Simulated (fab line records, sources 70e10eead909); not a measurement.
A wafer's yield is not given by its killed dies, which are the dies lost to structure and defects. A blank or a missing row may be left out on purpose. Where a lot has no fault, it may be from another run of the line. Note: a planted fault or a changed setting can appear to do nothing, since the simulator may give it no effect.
Comparing a struck lot with a sound one :: flow nand-harc :: 18 out of 1159 route steps
Sound: the wafers L842.3, L842.4, L842.5. Struck: wafer L855.2. (L855.3, L855.6 of the same lot were not struck and are left out.) The cause comes at the end.
Order at every step that has rows: each side's tool, ch and its chambers, its first start. Under that, the readings that differ: sound wafers :: struck wafers :: difference of the means :: sigmas: that difference in standard deviations of wafers without a fault.
alike: a reading whose means differ by less than 2 such deviations, as well as words and numbers matching on both sides. not compared: withheld readings; readings where some wafer has no value; bounds like >300 that might hide an equal value; numbers whose values overlap and for which the record gives no deviation.
Wherever a step has rows on one side only, a row that says differs or no value, or a row with sigmas, the two part there. Non-overlapping numbers with no deviation appear without sigmas and do not part them. A reading missing from all wafers of one side parts the sides only when that side holds two or more wafers.

first, 2 steps without rows for these wafers: NHARC_P_BONDPAD_ETCH_37 (etches the open film in N2/H2, target depth 60 nm, overetch 18 nm, time 65.91 s); NHARC_P_BONDPAD_ETCH_12 (etches the open film in CHF3/O2, target depth 200 nm, time 100 s).
NHARC_P_BONDPAD_CD_MEAS_13:
  sound on cd-sem-02 at day 7 00:13; struck on cd-sem-03 at day 10 12:22
  alike: cd-nm
then, 3 steps without rows for these wafers: NHARC_P_BONDPAD_STRIP_15 (strips in O2); NHARC_P_BONDPAD_ETCH_24 (etches the open film in CF4/N2, target depth 30 nm, time 72.99 s); NHARC_P_BONDPAD_STRIP_16 (strips in post etch residue remover, time 600 s).
NHARC_P_BONDPAD_DEGAS_25: time 60 s.
  sound on pvd-sputter-01 at day 7 00:50; struck on pvd-sputter-02 at day 10 13:02
  alike: heater-power-w
NHARC_P_BONDPAD_PRE_CLEAN_26: time 30 s.
  sound on pvd-sputter-01; struck on pvd-sputter-02
  alike: heater-power-w
NHARC_P_BONDPAD_PVD_17: deposits TaN, target thk 5 nm, time 8.06 s.
  sound on pvd-sputter-01; struck on pvd-sputter-02
  alike: substrate-temp-c, throttle-valve-pct
then, 2 steps without rows for these wafers: NHARC_P_BONDPAD_PVD_27 (deposits Cu, target thk 30 nm, time 20.49 s); NHARC_P_BONDPAD_ECD_18 (material Cu, target thk 400 nm).
NHARC_P_BONDPAD_ANNEAL_28: time 90 s.
  sound on rtp-anneal-01 ch 0, day 7 01:44; struck on rtp-anneal-01 ch 0, day 10 13:56
  alike: wafer_temp_C_max
NHARC_P_BONDPAD_CMP_19: polishes, t overpolish 30 s, cu recess touch 16 s, target thk 160.81 nm.
  sound on cmp-04 ch 0,1,3, day 7 02:08; struck on cmp-04 ch 2, day 10 14:16
  alike: motor-current-A, overpolish-run-s
NHARC_P_BONDPAD_THK_MEAS_20: measures by xrf.
  sound on film-metro-02 at day 7 02:24; struck on film-metro-01 at day 10 14:33
  alike: thk-nm
then, 1 step without rows for these wafers: NHARC_P_BONDPAD_SRD_21 (time 30 s, dry time 20 s).
NHARC_P_BONDPAD_INSPECT_23:
  sound on defect-inspect-01 at day 7 02:37; struck on defect-inspect-02 at day 10 14:46
reading: raw-defect-count
sound: 420 414 917
struck: 1593
difference: +1009
sigmas: +8
NHARC_P_BONDPAD_ACTIVATE_29: chemistry N2, time 60 s.
  sound on rie-diel-12 ch 0,2,3, day 7 02:41; struck on rie-diel-12 ch 3, day 10 14:51
  alike: drypump-motor-current-A, oes-product-au, rf-vpp-V, showerhead-plenum-p-Torr
  not compared: rf-hours-counter-h
-- jump in the record: it breaks off in module P_BONDPAD and resumes in module END (first step shown: number 1159 of the route), and 13 days separate the struck wafers' starts before and after --
NHARC_END_SORT_01:
  here the record holds rows for the struck wafers (prober-01 ch 0, day 23 09:02) but none for the sound ones

## WHERE THEY PART
First at NHARC_P_BONDPAD_INSPECT_23; last, within this record, at NHARC_END_SORT_01.

WHY: the cause the simulator had injected
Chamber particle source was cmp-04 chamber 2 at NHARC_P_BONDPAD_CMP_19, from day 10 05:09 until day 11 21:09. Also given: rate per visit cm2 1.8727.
